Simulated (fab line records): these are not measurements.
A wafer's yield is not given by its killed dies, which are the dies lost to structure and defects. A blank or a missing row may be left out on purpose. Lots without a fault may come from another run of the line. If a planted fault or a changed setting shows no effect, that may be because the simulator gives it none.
Struck lot and sound lot, side by side / flow n5-finfet / 36 out of 1938 route steps
Sound: wafers L237.1, L237.2, L237.6. Struck: wafer L258.5; the same lot's L258.3 was not struck, so it is left out; see the end for the cause.
Order at every step that has rows: each side's tool, ch and its chambers, its first start. Under that, the readings that differ: sound wafers / struck wafers / difference of the means / sigmas: that difference in standard deviations of wafers without a fault.
alike: same words and numbers on both sides, and readings whose means sit less than 2 such deviations apart. not compared: any withheld reading, any reading some wafer has no value for, any bound like >300 that may hide the same value, and any number with overlapping values for which the record gives no deviation.
The two part at a step that has a row with sigmas, a row that says differs or no value, or rows on one side only. Numbers that have no deviation but don't overlap get no sigmas and don't part them. A reading that every wafer of one side lacks parts them only if that side has two wafers or more.

first, 10 steps without rows for these wafers: N5_BEOL_M8_ILD_DEP_00 (deposits SiCOH lowk from DEMS/porogen, target thk 179.75 nm, time 33.4 s); N5_BEOL_M8_CURE_74 (cures SiCOH lowk, time 240 s); N5_BEOL_M8_PECVD_70 (deposits SiO2 from TEOS/O2, target thk 20 nm, time 22.7 s); N5_BEOL_M8_HM_DEP_02 (deposits TiN, target thk 20 nm); N5_BEOL_M8_COAT_59 (time 60 s, resist thk 100 nm); N5_BEOL_M8_COAT_60 (time 60 s, resist thk 35 nm); N5_BEOL_M8_COAT_05 (resist thk 90 nm); N5_BEOL_M8_EBR_07; N5_BEOL_M8_SOFTBAKE_06 (time 60 s); N5_BEOL_M8_EXPOSE_08 (exposes mask M8).
N5_BEOL_M8_PEB_09: peb time 60 s.
  sound on litho-track-02 ch 0, day 9 07:11; struck on litho-track-02 ch 0, day 15 01:07
then, 1 step without rows for these wafers: N5_BEOL_M8_DEVELOP_10 (develop time 30 s).
N5_BEOL_M8_CD_MEAS_11 targets a cd of 38.5 nm.
  sound on cd-sem-03 ch 0, day 9 07:15; struck on cd-sem-02 ch 0, day 15 01:11
reading=cd-nm (nm); sound=38.3 38.4 37.8; struck=32.4; difference=-5.8; sigmas=-15
then, 1 step without rows for these wafers: N5_BEOL_M8_DESCUM_16 (chemistry O2, time 7.9 s).
N5_BEOL_M8_ETCH_61: etches SiARC in CF4, target depth 45.5 nm, time 75.8 s.
  sound on rie-diel-06 ch 1,2,3, day 9 07:22; struck on rie-diel-06 ch 3, day 15 01:56
reading=model.BEOL_M8.cd-offset-nm (nm); sound=-0.4 0.2 -0.4; struck=-6.6; difference=-6.4; sigmas=
  alike: chamber-pressure-mTorr, drypump-motor-current-A, etch-rf-on-time-s, oes-product-au, rf-vpp-V, showerhead-plenum-p-Torr, throttle-valve-pct
  not compared: rf-hours-counter-h
then, 3 steps without rows for these wafers: N5_BEOL_M8_ETCH_62 (etches SOC in N2/H2, target depth 110 nm, overetch 22 nm, time 165 s); N5_BEOL_M8_STRIP_68 (strips in N2/H2); N5_BEOL_M8_STRIP_67 (strips in CF4).
N5_BEOL_M8_HM_OPEN_17: chemistry Cl2/BCl3, target TiN, target depth 20 nm, overetch 6 nm.
  sound on rie-metal-01 ch 0,1, day 9 07:37; struck on rie-metal-02 ch 0, day 15 02:13
reading=drypump-motor-current-A (A); sound=6.37 5.71 6.32; struck=5.37; difference=-0.76; sigmas=-3
reading=model.BEOL_M8.cd-offset-nm (nm); sound=-0.8 0.2 -0.6; struck=-6.4; difference=-6.0; sigmas=
  alike: chamber-pressure-mTorr, oes-product-au, throttle-valve-pct
  not compared: rf-hours-counter-h
then, 1 step without rows for these wafers: N5_BEOL_M8_STRIP_19 (strips in O2).
N5_BEOL_M8_CD_MEAS_18: pitch 80 nm, target cd 40 nm.
  sound on cd-sem-03 at day 9 07:48; struck on cd-sem-02 at day 15 02:22
reading=cd-nm (nm); sound=39.5 40.6 39.7; struck=33.8; difference=-6.1; sigmas=-14
then, 14 steps without rows for these wafers: N5_BEOL_M8_COAT_63 (time 60 s, resist thk 60 nm); N5_BEOL_M8_COAT_64 (time 60 s, resist thk 12 nm); N5_BEOL_M8_COAT_71 (time 60 s, resist thk 5 nm); N5_BEOL_M8_COAT_22 (resist thk 30 nm); N5_BEOL_M8_EBR_24; N5_BEOL_M8_SOFTBAKE_23 (time 60 s); N5_BEOL_M8_EXPOSE_25 (exposes mask V7, target cd 40 nm); N5_BEOL_M8_PEB_26 (peb time 60 s); N5_BEOL_M8_DEVELOP_27 (develop time 30 s); N5_BEOL_M8_DESCUM_33 (chemistry O2, time 7 s); N5_BEOL_M8_ETCH_72 (etches underlayer in N2/H2, target depth 6.5 nm, time 5.2 s); N5_BEOL_M8_ETCH_65 (etches SiARC in CF4, target depth 15.6 nm, time 26 s); N5_BEOL_M8_ETCH_66 (etches SOC in N2/H2, target depth 80 nm, overetch 16 nm, time 120 s); N5_BEOL_M8_STRIP_69 (strips in N2/H2).
-- a jump in the record: the struck wafers' starts before and after are 3 days apart (it breaks off in module BEOL_M8 and resumes in module BEOL_M15, where the first step shown is number 1830 of the route) --
N5_BEOL_M15_RC_MEAS_101:
  sound on prober-02 ch 0, day 11 19:48; struck on prober-01 ch 0, day 17 18:56
reading=COMB_M10 (S/m); sound=1e-11 9.9e-12 1.15e-11; struck=1.97e-11; difference=+9.23e-12; sigmas=+3
reading=COMB_M9 (S/m); sound=1.57e-11 2.34e-11 1.94e-11; struck=1e-11; difference=-1e-11; sigmas=-3
reading=SERP_M8 (ohm/um); sound=14.0 13.4 13.5; struck=19.0; difference=+5.4; sigmas=+11
reading=SERP_M8_max_site (ohm/um); sound=14.4 14.0 14.1; struck=20.0; difference=+5.8; sigmas=+10
  alike: COMB_M11, COMB_M11_max_site, COMB_M12, COMB_M13, COMB_M13_max_site, COMB_M14, COMB_M15, COMB_M5, COMB_M6, COMB_M7, COMB_M8, SERP_M10, SERP_M11, SERP_M12, SERP_M13, SERP_M14, SERP_M14_max_site, SERP_M5, SERP_M6, SERP_M7, SERP_M9

## WHERE THEY PART
Earliest at N5_BEOL_M8_CD_MEAS_11; latest, in this record, at N5_BEOL_M15_RC_MEAS_101.

WHY: whatever the simulator had introduced
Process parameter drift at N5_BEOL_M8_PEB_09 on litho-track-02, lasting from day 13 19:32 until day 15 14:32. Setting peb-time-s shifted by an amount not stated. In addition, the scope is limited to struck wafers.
